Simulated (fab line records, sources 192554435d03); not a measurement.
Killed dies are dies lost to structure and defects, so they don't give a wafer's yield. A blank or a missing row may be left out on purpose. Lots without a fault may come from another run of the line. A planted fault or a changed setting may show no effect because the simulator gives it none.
Split-lot experiment | flow n5_finfet | 7 lots, 21 wafers read, on a route of 1938 steps

THE SPLIT
At N5_BEOL_M10_DESCUM_16 (chemistry O2, time 7.9 s), the setting time_s was moved away from the recipe's 7.9 s on 8 of the 21 wafers read, by -19.6% to +18.5%. The other wafers ran this setting at the recipe's value.

The file shows no step between the split and the reading.

THE READING
CAR-ArF_of_BEOL_M10_COAT_05.thk_nm (the simulator's own value, which no gauge read), in nm, at N5_BEOL_M10_ETCH_61 (etches SiARC in CF4, target depth 39 nm, time 65 s). The file gives no usual value for it. The 13 wafers here that ran the recipe average 55.7 nm, standard deviation 0.28 nm.

wafer  | tool, chamber at the split | time_s as run, s | against the recipe | CAR-ArF_of_BEOL_M10_COAT_05.thk_nm, nm | against lot-mates on the recipe
L079.3 | rie_diel-02, 2,1,2         | 7.9              | recipe             | 55.8                                   | -
L079.5 | rie_diel-02, 2,1,2         | 7.9              | recipe             | 55.8                                   | -
L079.6 | rie_diel-02, 2,1,2         | 7.9              | recipe             | 55.8                                   | -
L080.1 | rie_diel-06, 0             | 7.9              | recipe             | 56.2                                   | -
L080.6 | rie_diel-06, 0             | 7.9              | recipe             | 56.2                                   | -
L080.5 | rie_diel-06, 3             | 8.832            | +11.8%             | 55.6                                   | -0.6
L087.1 | rie_diel-02, 2             | 9.319            | +18.0%             | 54.8                                   | -1.0
L087.4 | rie_diel-02, 0             | 9.319            | +18.0%             | 55                                     | -0.8
L087.5 | rie_diel-02, 0             | 7.9              | recipe             | 55.8                                   | -
L086.1 | rie_diel-03, 1             | 6.933            | -12.2%             | 56.2                                   | +0.7
L086.2 | rie_diel-03, 2             | 7.9              | recipe             | 55.2                                   | -
L086.3 | rie_diel-03, 3             | 7.9              | recipe             | 55.8                                   | -
L088.1 | rie_diel-06, 2             | 9.36             | +18.5%             | 54.8                                   | -0.7
L088.3 | rie_diel-06, 3             | 7.9              | recipe             | 55.4                                   | -
L088.6 | rie_diel-06, 3             | 7.9              | recipe             | 55.6                                   | -
L089.2 | rie_diel-03, 1             | 6.355            | -19.6%             | 56.6                                   | +1.2
L089.4 | rie_diel-03, 2             | 7.9              | recipe             | 55.4                                   | -
L089.6 | rie_diel-03, 1             | 6.355            | -19.6%             | 56.2                                   | +0.8
L093.4 | rie_diel-03, 1             | 8.621            | +9.1%              | 55.2                                   | -0.6
L093.5 | rie_diel-03, 0             | 7.9              | recipe             | 55.8                                   | -
L093.6 | rie_diel-03, 1             | 7.9              | recipe             | 55.8                                   | -
Where a row lists several chambers, the file gives one row for several wafers and doesn't say which wafer went through which chamber.

THE FIT
A straight line over all 21 wafers: CAR-ArF_of_BEOL_M10_COAT_05.thk_nm changes by -0.04 nm for each +1% of time_s; r = -0.85; the points scatter about the line by 0.26 nm.
The same after taking each lot's own level away (the mean of its wafers on the recipe; 21 wafers): -0.0498 nm for each +1%; r = -0.97; scatter 0.14 nm.
On that fit, the largest move of time_s shifts the reading by 0.97 nm.
The lots' own levels span 55.40 to 56.20 nm, that is 2.9 times the standard deviation above.
So the lot-to-lot level changes the slope: the two fits differ.
Check: with one of the wafers moved furthest among these (-19.6%) left out of the fit, the line predicts +0.909 nm for it against its lot-mates. It came out at +1.2 nm against them.

THE WHOLE CHAIN: every reading that the file lists as answering this split, in the file's order
step                  | what it does                                       | reading                                                                             | change (the file's fit)                | r (the file's)
N5_BEOL_M10_DESCUM_16 | chemistry O2, time 7.9 s                           | CAR-ArF_of_BEOL_M10_COAT_05.thk_nm (the simulator's own value, which no gauge read) | -0.0562 nm for each +1% of the setting | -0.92
N5_BEOL_M10_ETCH_61   | etches SiARC in CF4, target depth 39 nm, time 65 s | CAR-ArF_of_BEOL_M10_COAT_05.thk_nm (the simulator's own value, which no gauge read) | -0.0492 nm for each +1% of the setting | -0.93

THE FILE'S OWN FIT
CAR-ArF_of_BEOL_M10_COAT_05.thk_nm changes by -0.0492 nm for each +1% of time_s, r = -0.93.
